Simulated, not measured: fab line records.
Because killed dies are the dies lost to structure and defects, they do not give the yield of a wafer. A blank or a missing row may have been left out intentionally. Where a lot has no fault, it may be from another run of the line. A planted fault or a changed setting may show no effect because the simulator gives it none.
Split-lot trial || flow n5 finfet || 39 wafers read from 7 lots, route of 1938 steps

## ON THE SPLIT
At N5_BEOL_M8_DESCUM_33 (chemistry O2, time 7 s), the setting time s was moved away from the recipe's 7 s on 15 of the 39 wafers read, by -52.7% to -18.2%. This setting was run at the recipe's value on the other wafers.

The file shows no step between the split and the reading.

## THE READING
CAR-EUV_of_BEOL_M8_COAT_22.thk nm (the simulator's own value, which no gauge read), in nm, at N5_BEOL_M8_ETCH_72 (etches underlayer in N2/H2, target depth 6.5 nm, time 5.2 s). The file gives no usual value for it. Average 20.3 nm, standard deviation 0.099 nm, over the 24 wafers here run with the recipe.

{"wafer": "L077.1", "tool, chamber at the split": "rie diel-05, 1,3,0", "time s as run, s": 4.961, "against the recipe": "-29.1%", "CAR-EUV_of_BEOL_M8_COAT_22.thk nm, nm": 21.2, "against lot-mates on the recipe": "+1.0"}
{"wafer": "L077.3", "tool, chamber at the split": "rie diel-05, 1,3,0", "time s as run, s": 4.961, "against the recipe": "-29.1%", "CAR-EUV_of_BEOL_M8_COAT_22.thk nm, nm": 21.2, "against lot-mates on the recipe": "+1.0"}
{"wafer": "L077.6", "tool, chamber at the split": "rie diel-05, 1,3,0", "time s as run, s": 4.961, "against the recipe": "-29.1%", "CAR-EUV_of_BEOL_M8_COAT_22.thk nm, nm": 21.2, "against lot-mates on the recipe": "+1.0"}
{"wafer": "L077.2", "tool, chamber at the split": "rie diel-05, 2,0,3", "time s as run, s": 7, "against the recipe": "recipe", "CAR-EUV_of_BEOL_M8_COAT_22.thk nm, nm": 20.2, "against lot-mates on the recipe": "-"}
{"wafer": "L077.4", "tool, chamber at the split": "rie diel-05, 2,0,3", "time s as run, s": 7, "against the recipe": "recipe", "CAR-EUV_of_BEOL_M8_COAT_22.thk nm, nm": 20.2, "against lot-mates on the recipe": "-"}
{"wafer": "L077.5", "tool, chamber at the split": "rie diel-05, 2,0,3", "time s as run, s": 7, "against the recipe": "recipe", "CAR-EUV_of_BEOL_M8_COAT_22.thk nm, nm": 20.2, "against lot-mates on the recipe": "-"}
{"wafer": "L076.1", "tool, chamber at the split": "rie diel-03, 2,3,1", "time s as run, s": 7, "against the recipe": "recipe", "CAR-EUV_of_BEOL_M8_COAT_22.thk nm, nm": 20.4, "against lot-mates on the recipe": "-"}
{"wafer": "L076.3", "tool, chamber at the split": "rie diel-03, 2,3,1", "time s as run, s": 7, "against the recipe": "recipe", "CAR-EUV_of_BEOL_M8_COAT_22.thk nm, nm": 20.4, "against lot-mates on the recipe": "-"}
{"wafer": "L076.2", "tool, chamber at the split": "rie diel-03, 2,3,1", "time s as run, s": 7, "against the recipe": "recipe", "CAR-EUV_of_BEOL_M8_COAT_22.thk nm, nm": 20.2, "against lot-mates on the recipe": "-"}
{"wafer": "L076.4", "tool, chamber at the split": "rie diel-03, 0", "time s as run, s": 5.729, "against the recipe": "-18.2%", "CAR-EUV_of_BEOL_M8_COAT_22.thk nm, nm": 21, "against lot-mates on the recipe": "+0.7"}
{"wafer": "L076.5", "tool, chamber at the split": "rie diel-03, 0", "time s as run, s": 5.729, "against the recipe": "-18.2%", "CAR-EUV_of_BEOL_M8_COAT_22.thk nm, nm": 20.8, "against lot-mates on the recipe": "+0.5"}
{"wafer": "L076.6", "tool, chamber at the split": "rie diel-03, 3", "time s as run, s": 5.729, "against the recipe": "-18.2%", "CAR-EUV_of_BEOL_M8_COAT_22.thk nm, nm": 20.8, "against lot-mates on the recipe": "+0.5"}
{"wafer": "L079.1", "tool, chamber at the split": "rie diel-01, 0,3,0", "time s as run, s": 3.502, "against the recipe": "-50.0%", "CAR-EUV_of_BEOL_M8_COAT_22.thk nm, nm": 22, "against lot-mates on the recipe": "+1.8"}
{"wafer": "L079.3", "tool, chamber at the split": "rie diel-01, 0,3,0", "time s as run, s": 3.502, "against the recipe": "-50.0%", "CAR-EUV_of_BEOL_M8_COAT_22.thk nm, nm": 22, "against lot-mates on the recipe": "+1.8"}
{"wafer": "L079.6", "tool, chamber at the split": "rie diel-01, 0,3,0", "time s as run, s": 3.502, "against the recipe": "-50.0%", "CAR-EUV_of_BEOL_M8_COAT_22.thk nm, nm": 22, "against lot-mates on the recipe": "+1.8"}
{"wafer": "L079.2", "tool, chamber at the split": "rie diel-01, 2,1,1", "time s as run, s": 7, "against the recipe": "recipe", "CAR-EUV_of_BEOL_M8_COAT_22.thk nm, nm": 20.2, "against lot-mates on the recipe": "-"}
{"wafer": "L079.4", "tool, chamber at the split": "rie diel-01, 2,1,1", "time s as run, s": 7, "against the recipe": "recipe", "CAR-EUV_of_BEOL_M8_COAT_22.thk nm, nm": 20.2, "against lot-mates on the recipe": "-"}
{"wafer": "L079.5", "tool, chamber at the split": "rie diel-01, 2,1,1", "time s as run, s": 7, "against the recipe": "recipe", "CAR-EUV_of_BEOL_M8_COAT_22.thk nm, nm": 20.2, "against lot-mates on the recipe": "-"}
{"wafer": "L082.1", "tool, chamber at the split": "rie diel-01, 3,2,1", "time s as run, s": 7, "against the recipe": "recipe", "CAR-EUV_of_BEOL_M8_COAT_22.thk nm, nm": 20.2, "against lot-mates on the recipe": "-"}
{"wafer": "L082.4", "tool, chamber at the split": "rie diel-01, 3,2,1", "time s as run, s": 7, "against the recipe": "recipe", "CAR-EUV_of_BEOL_M8_COAT_22.thk nm, nm": 20.2, "against lot-mates on the recipe": "-"}
{"wafer": "L082.6", "tool, chamber at the split": "rie diel-01, 3,2,1", "time s as run, s": 7, "against the recipe": "recipe", "CAR-EUV_of_BEOL_M8_COAT_22.thk nm, nm": 20.4, "against lot-mates on the recipe": "-"}
{"wafer": "L083.1", "tool, chamber at the split": "rie diel-01, 0", "time s as run, s": 7, "against the recipe": "recipe", "CAR-EUV_of_BEOL_M8_COAT_22.thk nm, nm": 20.4, "against lot-mates on the recipe": "-"}
{"wafer": "L083.2", "tool, chamber at the split": "rie diel-01, 1,3,2,1,0", "time s as run, s": 7, "against the recipe": "recipe", "CAR-EUV_of_BEOL_M8_COAT_22.thk nm, nm": 20.4, "against lot-mates on the recipe": "-"}
{"wafer": "L083.3", "tool, chamber at the split": "rie diel-01, 1,3,2,1,0", "time s as run, s": 7, "against the recipe": "recipe", "CAR-EUV_of_BEOL_M8_COAT_22.thk nm, nm": 20.4, "against lot-mates on the recipe": "-"}
{"wafer": "L083.4", "tool, chamber at the split": "rie diel-01, 1,3,2,1,0", "time s as run, s": 7, "against the recipe": "recipe", "CAR-EUV_of_BEOL_M8_COAT_22.thk nm, nm": 20.4, "against lot-mates on the recipe": "-"}
{"wafer": "L083.5", "tool, chamber at the split": "rie diel-01, 1,3,2,1,0", "time s as run, s": 7, "against the recipe": "recipe", "CAR-EUV_of_BEOL_M8_COAT_22.thk nm, nm": 20.4, "against lot-mates on the recipe": "-"}
{"wafer": "L083.6", "tool, chamber at the split": "rie diel-01, 1,3,2,1,0", "time s as run, s": 7, "against the recipe": "recipe", "CAR-EUV_of_BEOL_M8_COAT_22.thk nm, nm": 20.4, "against lot-mates on the recipe": "-"}
{"wafer": "L087.1", "tool, chamber at the split": "rie diel-03, 3,2", "time s as run, s": 4.453, "against the recipe": "-36.4%", "CAR-EUV_of_BEOL_M8_COAT_22.thk nm, nm": 21.4, "against lot-mates on the recipe": "+1.1"}
{"wafer": "L087.2", "tool, chamber at the split": "rie diel-03, 2,3", "time s as run, s": 7, "against the recipe": "recipe", "CAR-EUV_of_BEOL_M8_COAT_22.thk nm, nm": 20.4, "against lot-mates on the recipe": "-"}
{"wafer": "L087.3", "tool, chamber at the split": "rie diel-03, 2", "time s as run, s": 4.453, "against the recipe": "-36.4%", "CAR-EUV_of_BEOL_M8_COAT_22.thk nm, nm": 21.6, "against lot-mates on the recipe": "+1.3"}
{"wafer": "L087.6", "tool, chamber at the split": "rie diel-03, 3,2", "time s as run, s": 4.453, "against the recipe": "-36.4%", "CAR-EUV_of_BEOL_M8_COAT_22.thk nm, nm": 21.6, "against lot-mates on the recipe": "+1.3"}
{"wafer": "L087.4", "tool, chamber at the split": "rie diel-03, 2,3", "time s as run, s": 7, "against the recipe": "recipe", "CAR-EUV_of_BEOL_M8_COAT_22.thk nm, nm": 20.2, "against lot-mates on the recipe": "-"}
{"wafer": "L087.5", "tool, chamber at the split": "rie diel-03, 3", "time s as run, s": 7, "against the recipe": "recipe", "CAR-EUV_of_BEOL_M8_COAT_22.thk nm, nm": 20.2, "against lot-mates on the recipe": "-"}
{"wafer": "L092.1", "tool, chamber at the split": "rie diel-01, 1", "time s as run, s": 7, "against the recipe": "recipe", "CAR-EUV_of_BEOL_M8_COAT_22.thk nm, nm": 20.2, "against lot-mates on the recipe": "-"}
{"wafer": "L092.2", "tool, chamber at the split": "rie diel-01, 2,3", "time s as run, s": 7, "against the recipe": "recipe", "CAR-EUV_of_BEOL_M8_COAT_22.thk nm, nm": 20.2, "against lot-mates on the recipe": "-"}
{"wafer": "L092.3", "tool, chamber at the split": "rie diel-01, 2,3", "time s as run, s": 7, "against the recipe": "recipe", "CAR-EUV_of_BEOL_M8_COAT_22.thk nm, nm": 20.2, "against lot-mates on the recipe": "-"}
{"wafer": "L092.4", "tool, chamber at the split": "rie diel-01, 1", "time s as run, s": 3.314, "against the recipe": "-52.7%", "CAR-EUV_of_BEOL_M8_COAT_22.thk nm, nm": 22, "against lot-mates on the recipe": "+1.8"}
{"wafer": "L092.5", "tool, chamber at the split": "rie diel-01, 3,2", "time s as run, s": 3.314, "against the recipe": "-52.7%", "CAR-EUV_of_BEOL_M8_COAT_22.thk nm, nm": 22, "against lot-mates on the recipe": "+1.8"}
{"wafer": "L092.6", "tool, chamber at the split": "rie diel-01, 3,2", "time s as run, s": 3.314, "against the recipe": "-52.7%", "CAR-EUV_of_BEOL_M8_COAT_22.thk nm, nm": 22, "against lot-mates on the recipe": "+1.8"}
The file does not say which wafer passed through which chamber wherever a row lists several chambers: such a row stands for several wafers.

THE FIT
A straight line over all 39 wafers: CAR-EUV_of_BEOL_M8_COAT_22.thk nm changes by -0.0334 nm for each +1% of time s; r = -0.99; the points scatter about the line by 0.092 nm.
The same after taking each lot's own level away (the mean of its wafers on the recipe; 39 wafers): -0.0349 nm for each +1%; r = -1.00; scatter 0.069 nm.
That fit puts the effect of the largest move of time s on the reading at 1.8 nm.
The lots' own levels span 20.20 to 20.40 nm, that is 2.0 times the standard deviation above.
Consequently the slope shifts little with the lot-to-lot level, the two slopes agreeing.
Check: +1.83 nm against its lot-mates is what the line predicts for one of the wafers moved furthest among these (-52.7%) when that wafer is left out of the fit. It came out at +1.8 nm against them.

## THE WHOLE CHAIN: every reading that the file lists as answering this split, in the file's order
{"step": "N5_BEOL_M8_DESCUM_33", "what it does": "chemistry O2, time 7 s", "reading": "CAR-EUV_of_BEOL_M8_COAT_22.thk nm (the simulator's own value, which no gauge read)", "change (the file's fit)": "-0.0333 nm for each +1% of the setting", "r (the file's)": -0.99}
{"step": "N5_BEOL_M8_ETCH_72", "what it does": "etches underlayer in N2/H2, target depth 6.5 nm, time 5.2 s", "reading": "CAR-EUV_of_BEOL_M8_COAT_22.thk nm (the simulator's own value, which no gauge read)", "change (the file's fit)": "-0.0347 nm for each +1% of the setting", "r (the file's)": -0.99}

## THE FILE'S OWN FIT
CAR-EUV_of_BEOL_M8_COAT_22.thk nm changes by -0.0347 nm for each +1% of time s, r = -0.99.
